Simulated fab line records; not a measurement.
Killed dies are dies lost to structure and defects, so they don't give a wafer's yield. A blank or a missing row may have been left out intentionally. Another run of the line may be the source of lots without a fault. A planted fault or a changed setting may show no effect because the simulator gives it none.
Chamber matching || flow n5-finfet || ald-sin-02 running N5_FIN_SAQP_SPACER2_ALD_28: 4 sister chambers
The step deposits SiO2, target thk 8.1 nm, pulse time 1 s, purge time 2 s. 14 wafers are shown with their chamber, then 7 later ones without.

== EACH WAFER AND ITS CHAMBER ==
{"wafer": "L080.2", "chamber": 2, "heater-power-w (W)": 475, "precursor-pulse-height-rel": 0.988}
{"wafer": "L080.3", "chamber": 0, "heater-power-w (W)": 571, "precursor-pulse-height-rel": 1.012}
{"wafer": "L080.6", "chamber": 3, "heater-power-w (W)": 482, "precursor-pulse-height-rel": 0.974}
{"wafer": "L082.2", "chamber": 3, "heater-power-w (W)": 479, "precursor-pulse-height-rel": 0.964}
{"wafer": "L082.3", "chamber": 2, "heater-power-w (W)": 497, "precursor-pulse-height-rel": 1.003}
{"wafer": "L082.5", "chamber": 2, "heater-power-w (W)": 493, "precursor-pulse-height-rel": 0.981}
{"wafer": "L087.3", "chamber": 2, "heater-power-w (W)": 481, "precursor-pulse-height-rel": 1.033}
{"wafer": "L087.4", "chamber": 1, "heater-power-w (W)": 471, "precursor-pulse-height-rel": 1.026}
{"wafer": "L087.5", "chamber": 1, "heater-power-w (W)": 460, "precursor-pulse-height-rel": 1.026}
{"wafer": "L090.3", "chamber": 3, "heater-power-w (W)": 489, "precursor-pulse-height-rel": 0.998}
{"wafer": "L090.4", "chamber": 1, "heater-power-w (W)": 480, "precursor-pulse-height-rel": 1.043}
{"wafer": "L090.5", "chamber": 0, "heater-power-w (W)": 559, "precursor-pulse-height-rel": 0.994}
{"wafer": "L091.2", "chamber": 0, "heater-power-w (W)": 556, "precursor-pulse-height-rel": 1.001}
{"wafer": "L091.3", "chamber": 3, "heater-power-w (W)": 493, "precursor-pulse-height-rel": 0.968}

SIGNATURES, as means of the wafers listed above
{"reading": "heater-power-w", "chamber 0": 562.00, "chamber 1": 470.33, "chamber 2": 486.50, "chamber 3": 485.75, "scatter within a chamber": 8.74}
{"reading": "precursor-pulse-height-rel", "chamber 0": 1.00233, "chamber 1": 1.03167, "chamber 2": 1.00125, "chamber 3": 0.97600, "scatter within a chamber": 0.0163}
Rule: a wafer's distance from a chamber is the root of the sum, over the readings, of the square of ((its reading less the chamber's mean) divided by the reading's scatter). The wafer belongs to the nearest chamber; if the next one is less than 2 further off, it can't be placed. The scatter: the root of (the sum of the squares of (reading less its chamber's mean) over the shown wafers, divided by (wafers less chambers)).

== WAFERS MISSING THEIR CHAMBER ==
{"wafer": "L091.6", "heater-power-w (W)": 485, "precursor-pulse-height-rel": 1.038}
{"wafer": "L093.1", "heater-power-w (W)": 480, "precursor-pulse-height-rel": 1.005}
{"wafer": "L093.2", "heater-power-w (W)": 493, "precursor-pulse-height-rel": 0.970}
{"wafer": "L093.5", "heater-power-w (W)": 564, "precursor-pulse-height-rel": 0.990}
{"wafer": "L097.1", "heater-power-w (W)": 495, "precursor-pulse-height-rel": 1.003}
{"wafer": "L097.4", "heater-power-w (W)": 481, "precursor-pulse-height-rel": 1.024}
{"wafer": "L097.6", "heater-power-w (W)": 477, "precursor-pulse-height-rel": 0.991}

== CHAMBER TAKEN BY EACH ==
{"wafer": "L091.6", "from the rows above": "can't be placed: 1 or 2", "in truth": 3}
{"wafer": "L093.1", "from the rows above": "can't be placed: 2 or 3 or 1", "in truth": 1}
{"wafer": "L093.2", "from the rows above": "can't be placed: 3 or 2", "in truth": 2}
{"wafer": "L093.5", "from the rows above": 0, "in truth": 0}
{"wafer": "L097.1", "from the rows above": "can't be placed: 2 or 3", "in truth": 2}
{"wafer": "L097.4", "from the rows above": "can't be placed: 1 or 2 or 3", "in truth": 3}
{"wafer": "L097.6", "from the rows above": "can't be placed: 2 or 3 or 1", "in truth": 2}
Correctly placed: 1 of 7. From these rows, 6 cannot be placed; in 5 the true chamber is one of the candidates. 0 placed wrongly.
